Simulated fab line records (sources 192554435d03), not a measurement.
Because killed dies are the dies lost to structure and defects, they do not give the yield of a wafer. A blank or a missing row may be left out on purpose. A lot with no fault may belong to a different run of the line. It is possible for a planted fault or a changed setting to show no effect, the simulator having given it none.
The tool behind it: which one? ; flow n5-finfet ; 66 wafers from 22 lots sampled at 6 of the route's 1938 steps

WHAT EACH GAUGE READ, for each wafer
Not one reading of a measure or inspect step in the record can be checked against a usual standard deviation.

TOOL THAT RAN EACH LOT (tool first, then ch and the chambers of the sampled wafers, then the start)
lot;N5_MOL_CONTACT_COAG_ALD_123;N5_MOL_CONTACT_COAG_VIA_ETCH_46;N5_MOL_CONTACT_COAG_STRIP_119;N5_MOL_CONTACT_COAG_VIA_ETCH_117;N5_MOL_CONTACT_COAG_ETCH_124;N5_MOL_CONTACT_COAG_STRIP_49
L074;ald-sin-04 ch 1,2,3, day 5 00:49;rie-diel-06 ch 0,1,3, day 5 03:14;plasma-asher-01 ch 0,1, day 5 03:25;rie-diel-06 ch 0,2,3, day 5 04:49;rie-diel-06 ch 0,2,3, day 5 04:51;plasma-asher-01 ch 0,1, day 5 05:01
L075;ald-sin-04 ch 1,2,3, day 5 06:59;rie-diel-06 ch 0,1,3, day 5 08:33;plasma-asher-02 ch 1, day 5 08:44;rie-diel-05 ch 0,1,3, day 5 10:17;rie-diel-05 ch 0,1,3, day 5 10:18;plasma-asher-02 ch 0,1, day 5 10:29
L076;ald-sin-02 ch 0,1,3, day 5 16:32;rie-diel-01 ch 0,1, day 5 18:29;plasma-asher-02 ch 0,1, day 5 18:41;rie-diel-01 ch 0,1,3, day 5 20:14;rie-diel-01 ch 0,1,3, day 5 20:16;plasma-asher-02 ch 0,1, day 5 20:26
L077;ald-sin-04 ch 2,3, day 5 17:20;rie-diel-01 ch 2,3, day 5 19:11;plasma-asher-02 ch 0,1, day 5 19:23;rie-diel-05 ch 1,2,3, day 5 20:28;rie-diel-05 ch 1,2,3, day 5 20:30;plasma-asher-02 ch 0, day 5 20:40
L078;ald-sin-04 ch 1,2, day 5 22:37;rie-diel-06 ch 0,2,3, day 6 00:11;plasma-asher-01 ch 0,1, day 6 00:23;rie-diel-06 ch 0,2,3, day 6 01:34;rie-diel-06 ch 0,2,3, day 6 01:35;plasma-asher-02 ch 0,1, day 6 01:46
L079;ald-sin-01 ch 0,2,3, day 6 10:43;rie-diel-01 ch 1,2,3, day 6 12:30;plasma-asher-01 ch 0,1, day 6 12:41;rie-diel-06 ch 0,3, day 6 13:46;rie-diel-06 ch 0,3, day 6 13:47;plasma-asher-02 ch 1, day 6 13:58
L081;ald-sin-02 ch 0,1,2, day 6 18:30;rie-diel-05 ch 0,1,2, day 6 20:27;plasma-asher-02 ch 0, day 6 20:38;rie-diel-05 ch 2,3, day 6 21:51;rie-diel-05 ch 2,3, day 6 21:53;plasma-asher-02 ch 0,1, day 6 22:04
L080;ald-sin-04 ch 0,1,3, day 6 19:39;rie-diel-05 ch 0,1, day 6 21:07;plasma-asher-01 ch 0, day 6 21:18;rie-diel-05 ch 0,2,3, day 6 22:31;rie-diel-05 ch 0,2,3, day 6 22:32;plasma-asher-02 ch 0, day 6 22:43
L082;ald-sin-02 ch 1,3, day 7 05:10;rie-diel-05 ch 1,2, day 7 06:52;plasma-asher-01 ch 0,1, day 7 07:03;rie-diel-01 ch 0,2, day 7 08:45;rie-diel-01 ch 0,2, day 7 08:47;plasma-asher-01 ch 0,1, day 7 09:03
L083;ald-sin-01 ch 1,2,3, day 7 08:49;rie-diel-05 ch 1,2, day 7 10:39;plasma-asher-02 ch 0, day 7 10:50;rie-diel-05 ch 0,1,3, day 7 11:57;rie-diel-05 ch 0,1,3, day 7 11:59;plasma-asher-02 ch 0,1, day 7 12:09
L084;ald-sin-01 ch 0,2,3, day 7 18:41;rie-diel-05 ch 0,1,2, day 7 20:25;plasma-asher-02 ch 0,1, day 7 20:37;rie-diel-05 ch 0,1,3, day 7 22:13;rie-diel-05 ch 0,1,3, day 7 22:14;plasma-asher-02 ch 0,1, day 7 22:25
L085;ald-sin-01 ch 0,2,3, day 7 23:32;rie-diel-01 ch 0,1,3, day 8 01:03;plasma-asher-01 ch 0,1, day 8 01:14;rie-diel-01 ch 0,1,2, day 8 02:30;rie-diel-01 ch 0,1,2, day 8 02:32;plasma-asher-01 ch 0,1, day 8 02:52
L086;ald-sin-01 ch 0,1,2, day 8 06:22;rie-diel-01 ch 0,1,3, day 8 07:56;plasma-asher-02 ch 0,1, day 8 08:07;rie-diel-05 ch 1,2,3, day 8 09:55;rie-diel-05 ch 1,2,3, day 8 09:57;plasma-asher-02 ch 0,1, day 8 10:07
L087;ald-sin-01 ch 0,1,2, day 8 11:34;rie-diel-06 ch 0,3, day 8 13:05;plasma-asher-02 ch 0,1, day 8 13:16;rie-diel-06 ch 1,2, day 8 14:44;rie-diel-06 ch 1,2, day 8 14:46;plasma-asher-02 ch 0,1, day 8 14:56
L088;ald-sin-01 ch 1,2,3, day 8 12:16;rie-diel-01 ch 1,3, day 8 13:54;plasma-asher-01 ch 0,1, day 8 14:05;rie-diel-05 ch 0,1,3, day 8 15:47;rie-diel-05 ch 0,1,3, day 8 15:48;plasma-asher-02 ch 0,1, day 8 15:59
L089;ald-sin-04 ch 1,2,3, day 9 00:19;rie-diel-06 ch 1,2,3, day 9 02:13;plasma-asher-02 ch 0,1, day 9 02:24;rie-diel-01 ch 0,2,3, day 9 03:48;rie-diel-01 ch 0,2,3, day 9 03:50;plasma-asher-02 ch 0,1, day 9 04:01
L090;ald-sin-02 ch 0,1,3, day 9 05:37;rie-diel-05 ch 0,3, day 9 07:10;plasma-asher-01 ch 0,1, day 9 07:21;rie-diel-05 ch 0,1, day 9 08:32;rie-diel-05 ch 0,1, day 9 08:34;plasma-asher-01 ch 0,1, day 9 08:45
L091;ald-sin-04 ch 1,2, day 9 06:50;rie-diel-06 ch 2,3, day 9 08:23;plasma-asher-01 ch 1, day 9 08:34;rie-diel-06 ch 0,2,3, day 9 10:11;rie-diel-06 ch 0,2,3, day 9 10:13;plasma-asher-01 ch 0, day 9 10:24
L092;ald-sin-04 ch 0,1,3, day 9 10:43;rie-diel-06 ch 0,2,3, day 9 12:23;plasma-asher-02 ch 0,1, day 9 12:34;rie-diel-06 ch 0,2,3, day 9 13:40;rie-diel-06 ch 0,2,3, day 9 13:41;plasma-asher-01 ch 0,1, day 9 13:53
L094;ald-sin-01 ch 1,2, day 10 01:16;rie-diel-05 ch 1,2, day 10 03:09;plasma-asher-01 ch 0,1, day 10 03:20;rie-diel-05 ch 1,2, day 10 04:25;rie-diel-05 ch 1,2, day 10 04:27;plasma-asher-02 ch 0,1, day 10 04:38
L096;ald-sin-01 ch 1,2,3, day 10 13:23;rie-diel-05 ch 1,2,3, day 10 15:29;plasma-asher-02 ch 0,1, day 10 15:44;rie-diel-06 ch 1,2,3, day 10 17:04;rie-diel-06 ch 1,2,3, day 10 17:05;plasma-asher-01 ch 0,1, day 10 17:17
L097;ald-sin-04 ch 0,1, day 10 21:49;rie-diel-05 ch 0,1,2, day 11 00:14;plasma-asher-01 ch 0,1, day 11 00:25;rie-diel-05 ch 2,3, day 11 01:47;rie-diel-05 ch 2,3, day 11 01:48;plasma-asher-02 ch 0,1, day 11 01:59
- N5_MOL_CONTACT_COAG_ALD_123: deposits SiNx, target thk 5 nm, pulse time 1 s, purge time 2 s.
- N5_MOL_CONTACT_COAG_VIA_ETCH_46: etches SiO2 in C4F6/O2, target depth 46 nm, overetch 9.2 nm, time 40 s.
- N5_MOL_CONTACT_COAG_STRIP_119: strips in N2/H2, time 30 s.
- N5_MOL_CONTACT_COAG_VIA_ETCH_117: etches SiO2 in C4F6/O2, target depth 40 nm, overetch 8 nm, time 26 s.
- N5_MOL_CONTACT_COAG_ETCH_124: etches SiNx in CH3F/O2, stops on SiOC, target depth 6.5 nm.
- N5_MOL_CONTACT_COAG_STRIP_49: strips in N2/H2, time 30 s.

WHAT THE TOOLS THEMSELVES READ (means of the sampled wafers that have a number; where no wafer has one, the mark that the record gives instead)
N5_MOL_CONTACT_COAG_ALD_123. Usual: heater-power-outer-w 523 W, standard deviation 72; heater-power-w 831 W, standard deviation 97; precursor-pulse-height-rel 1.000, standard deviation 0.02.
lot;tool;heater-power-outer-w (W);heater-power-w (W);precursor-pulse-height-rel;flag
L074;ald-sin-04;551;839;1.008;
L075;ald-sin-04;563;849;1.017;
L076;ald-sin-02;568;872;1.015;
L077;ald-sin-04;527;809;1.001;
L078;ald-sin-04;563;898;1.005;
L079;ald-sin-01;511;852;0.996;
L081;ald-sin-02;516;839;1.010;
L080;ald-sin-04;460;724;0.999;
L082;ald-sin-02;603;870;0.993;
L083;ald-sin-01;537;840;0.988;
L084;ald-sin-01;512;869;0.986;
L085;ald-sin-01;518;870;0.980;
L086;ald-sin-01;492;810;1.001;
L087;ald-sin-01;493;803;1.001;
L088;ald-sin-01;538;869;1.021;
L089;ald-sin-04;536;843;0.978;
L090;ald-sin-02;571;869;1.005;
L091;ald-sin-04;549;884;1.011;
L092;ald-sin-04;459;730;1.004;
L094;ald-sin-01;513;818;1.024;
L096;ald-sin-01;539;855;1.003;
L097;ald-sin-04;470;787;1.000;

N5_MOL_CONTACT_COAG_VIA_ETCH_46. Usual: C4F6_flow_sccm 10.00 sccm, standard deviation 0.035; drypump-motor-current-A 5.6 A, standard deviation 0.53; oes-product-au 0.69 a.u., standard deviation 0.067; rf-vpp-V 1606 V, standard deviation 22; showerhead-plenum-p-Torr 2.89 Torr, standard deviation 0.081; throttle-valve-pct 40.9 %, standard deviation 0.37.
lot;tool;C4F6_flow_sccm (sccm);drypump-motor-current-A (A);oes-product-au (a.u.);rf-vpp-V (V);showerhead-plenum-p-Torr (Torr);throttle-valve-pct (%);flag
L074;rie-diel-06;9.97;5.3;0.72;1590;2.82;40.7;
L075;rie-diel-06;9.99;5.3;0.72;1592;2.82;40.7;
L076;rie-diel-01;10.00;5.4;0.71;1615;2.78;40.7;
L077;rie-diel-01;10.01;5.8;0.66;1592;2.95;41.4;
L078;rie-diel-06;10.01;5.8;0.69;1601;2.84;40.6;
L079;rie-diel-01;9.97;5.7;0.64;1594;2.89;41.4;
L081;rie-diel-05;9.99;5.8;0.67;1623;2.92;41.0;
L080;rie-diel-05;9.98;6.0;0.68;1629;2.93;41.0;
L082;rie-diel-05;9.99;5.3;0.66;1636;2.96;41.0;
L083;rie-diel-05;9.98;5.3;0.66;1636;2.96;41.0;
L084;rie-diel-05;9.99;5.8;0.65;1623;2.91;41.0;
L085;rie-diel-01;9.97;5.4;0.75;1610;2.83;41.1;
L086;rie-diel-01;9.98;5.4;0.74;1610;2.83;41.1;
L087;rie-diel-06;9.98;5.2;0.72;1601;2.78;40.6;
L088;rie-diel-01;10.00;5.7;0.78;1596;2.83;41.2;
L089;rie-diel-06;9.99;5.8;0.65;1590;2.86;40.8;
L090;rie-diel-05;10.00;6.0;0.70;1589;2.93;40.6;
L091;rie-diel-06;10.00;6.3;0.63;1601;2.89;40.7;
L092;rie-diel-06;9.99;5.8;0.67;1601;2.83;40.7;
L094;rie-diel-05;10.02;5.3;0.65;1635;2.95;41.0;
L096;rie-diel-05;10.00;5.5;0.69;1621;2.96;40.9;
L097;rie-diel-05;9.97;5.8;0.73;1622;2.91;41.1;

N5_MOL_CONTACT_COAG_STRIP_119. Usual: drypump-motor-current-A 5.8 A, standard deviation 0.37; heater-power-w 335 W, standard deviation 26.
lot;tool;drypump-motor-current-A (A);heater-power-w (W);flag
L074;plasma-asher-01;5.8;325;
L075;plasma-asher-02;6.0;333;
L076;plasma-asher-02;6.1;339;
L077;plasma-asher-02;6.1;338;
L078;plasma-asher-01;5.7;323;
L079;plasma-asher-01;5.8;317;
L081;plasma-asher-02;6.2;350;
L080;plasma-asher-01;5.2;368;
L082;plasma-asher-01;5.8;319;
L083;plasma-asher-02;6.2;348;
L084;plasma-asher-02;6.1;347;
L085;plasma-asher-01;5.5;342;
L086;plasma-asher-02;6.1;338;
L087;plasma-asher-02;6.1;347;
L088;plasma-asher-01;5.5;342;
L089;plasma-asher-02;6.1;344;
L090;plasma-asher-01;5.7;319;
L091;plasma-asher-01;6.0;300;
L092;plasma-asher-02;6.1;342;
L094;plasma-asher-01;5.5;339;
L096;plasma-asher-02;6.1;343;
L097;plasma-asher-01;5.5;336;

N5_MOL_CONTACT_COAG_VIA_ETCH_117. Usual: C4F6_flow_sccm 10.003 sccm, standard deviation 0.03; drypump-motor-current-A 5.7 A, standard deviation 0.54; oes-product-au 0.69 a.u., standard deviation 0.064; rf-vpp-V 1607 V, standard deviation 23; showerhead-plenum-p-Torr 2.89 Torr, standard deviation 0.082; throttle-valve-pct 41.0 %, standard deviation 0.35.
lot;tool;C4F6_flow_sccm (sccm);drypump-motor-current-A (A);oes-product-au (a.u.);rf-vpp-V (V);showerhead-plenum-p-Torr (Torr);throttle-valve-pct (%);flag
L074;rie-diel-06;10.015;5.8;0.71;1602;2.84;40.8;
L075;rie-diel-05;10.040;6.0;0.72;1610;2.94;41.0;
L076;rie-diel-01;10.008;5.4;0.68;1610;2.84;41.3;
L077;rie-diel-05;10.000;5.5;0.72;1622;2.98;41.0;
L078;rie-diel-06;9.994;5.8;0.70;1602;2.84;40.8;
L079;rie-diel-06;10.000;5.2;0.74;1602;2.79;40.8;
L081;rie-diel-05;9.979;5.5;0.73;1603;2.99;40.8;
L080;rie-diel-05;9.985;5.8;0.68;1603;2.93;41.0;
L082;rie-diel-01;10.031;5.8;0.70;1595;2.88;41.1;
L083;rie-diel-05;10.030;6.0;0.70;1610;2.93;41.0;
L084;rie-diel-05;10.009;6.0;0.70;1609;2.93;41.0;
L085;rie-diel-01;10.019;5.7;0.76;1599;2.83;41.0;
L086;rie-diel-05;10.012;5.5;0.70;1622;2.97;41.0;
L087;rie-diel-06;9.988;6.1;0.65;1599;2.90;41.0;
L088;rie-diel-05;9.999;6.0;0.70;1608;2.93;41.0;
L089;rie-diel-01;10.015;5.5;0.68;1607;2.88;41.4;
L090;rie-diel-05;10.002;6.3;0.64;1609;2.87;41.3;
L091;rie-diel-06;9.997;5.8;0.68;1601;2.83;40.8;
L092;rie-diel-06;9.990;5.8;0.68;1601;2.83;40.8;
L094;rie-diel-05;9.998;5.5;0.68;1639;2.96;41.2;
L096;rie-diel-06;10.009;5.9;0.65;1590;2.86;40.9;
L097;rie-diel-05;9.971;5.5;0.69;1601;2.97;40.8;

N5_MOL_CONTACT_COAG_ETCH_124. Usual: drypump-motor-current-A 5.7 A, standard deviation 0.53; oes-product-au 0.66 a.u., standard deviation 0.062; rf-vpp-V 301 V, standard deviation 4.6; showerhead-plenum-p-Torr 2.04 Torr, standard deviation 0.06; throttle-valve-pct 16.38 %, standard deviation 0.24.
lot;tool;drypump-motor-current-A (A);oes-product-au (a.u.);rf-vpp-V (V);showerhead-plenum-p-Torr (Torr);throttle-valve-pct (%);flag
L074;rie-diel-06;5.8;0.67;300;2.01;16.38;
L075;rie-diel-05;6.0;0.69;302;2.07;16.21;
L076;rie-diel-01;5.4;0.66;302;2.00;16.55;
L077;rie-diel-05;5.5;0.69;305;2.10;16.33;
L078;rie-diel-06;5.8;0.67;301;2.00;16.39;
L079;rie-diel-06;5.2;0.71;301;1.96;16.30;
L081;rie-diel-05;5.5;0.70;300;2.11;16.18;
L080;rie-diel-05;5.8;0.65;301;2.06;16.33;
L082;rie-diel-01;5.8;0.67;298;2.04;16.41;
L083;rie-diel-05;6.0;0.67;301;2.07;16.24;
L084;rie-diel-05;6.0;0.66;302;2.06;16.25;
L085;rie-diel-01;5.7;0.72;300;1.99;16.30;
L086;rie-diel-05;5.5;0.67;304;2.10;16.37;
L087;rie-diel-06;6.1;0.61;300;2.04;16.46;
L088;rie-diel-05;6.0;0.66;302;2.06;16.25;
L089;rie-diel-01;5.5;0.65;301;2.03;16.56;
L090;rie-diel-05;6.3;0.61;302;2.02;16.40;
L091;rie-diel-06;5.8;0.64;301;1.99;16.44;
L092;rie-diel-06;5.8;0.64;300;1.99;16.45;
L094;rie-diel-05;5.5;0.64;307;2.08;16.54;
L096;rie-diel-06;5.9;0.61;298;2.01;16.47;
L097;rie-diel-05;5.5;0.66;300;2.09;16.26;

N5_MOL_CONTACT_COAG_STRIP_49. Usual: drypump-motor-current-A 5.9 A, standard deviation 0.32; heater-power-w 339 W, standard deviation 22.
lot;tool;drypump-motor-current-A (A);heater-power-w (W);flag
L074;plasma-asher-01;5.8;322;
L075;plasma-asher-02;6.1;341;
L076;plasma-asher-02;6.1;345;
L077;plasma-asher-02;6.2;353;
L078;plasma-asher-02;6.1;336;
L079;plasma-asher-02;6.0;337;
L081;plasma-asher-02;6.1;337;
L080;plasma-asher-02;6.2;354;
L082;plasma-asher-01;5.8;318;
L083;plasma-asher-02;6.1;348;
L084;plasma-asher-02;6.1;340;
L085;plasma-asher-01;5.5;341;
L086;plasma-asher-02;6.1;343;
L087;plasma-asher-02;6.1;349;
L088;plasma-asher-02;6.1;341;
L089;plasma-asher-02;6.1;341;
L090;plasma-asher-01;5.7;318;
L091;plasma-asher-01;5.3;366;
L092;plasma-asher-01;5.5;347;
L094;plasma-asher-02;6.1;340;
L096;plasma-asher-01;5.8;319;
L097;plasma-asher-02;6.1;343;

THE ANSWER, worked out from the rows above alone
Rule: a lot counts as off when the mean over its wafers that have a number is more than 3 standard deviations away from the usual mean. Also off: a lot with no number at a reading for which 4 or more lots have one. Where the step has rows for the other lots, those lots are counted as sound. The gauges are gone through in route order, then the tools' own readings, and for those a lot's mean is taken as printed above. At the first step where some lot is off, the reading lying furthest off is the one used; lots without a number count as furthest.
Across all readings shown, no lot is off: no conclusion can be drawn from this.

WHAT THE SIMULATOR HAD INSERTED
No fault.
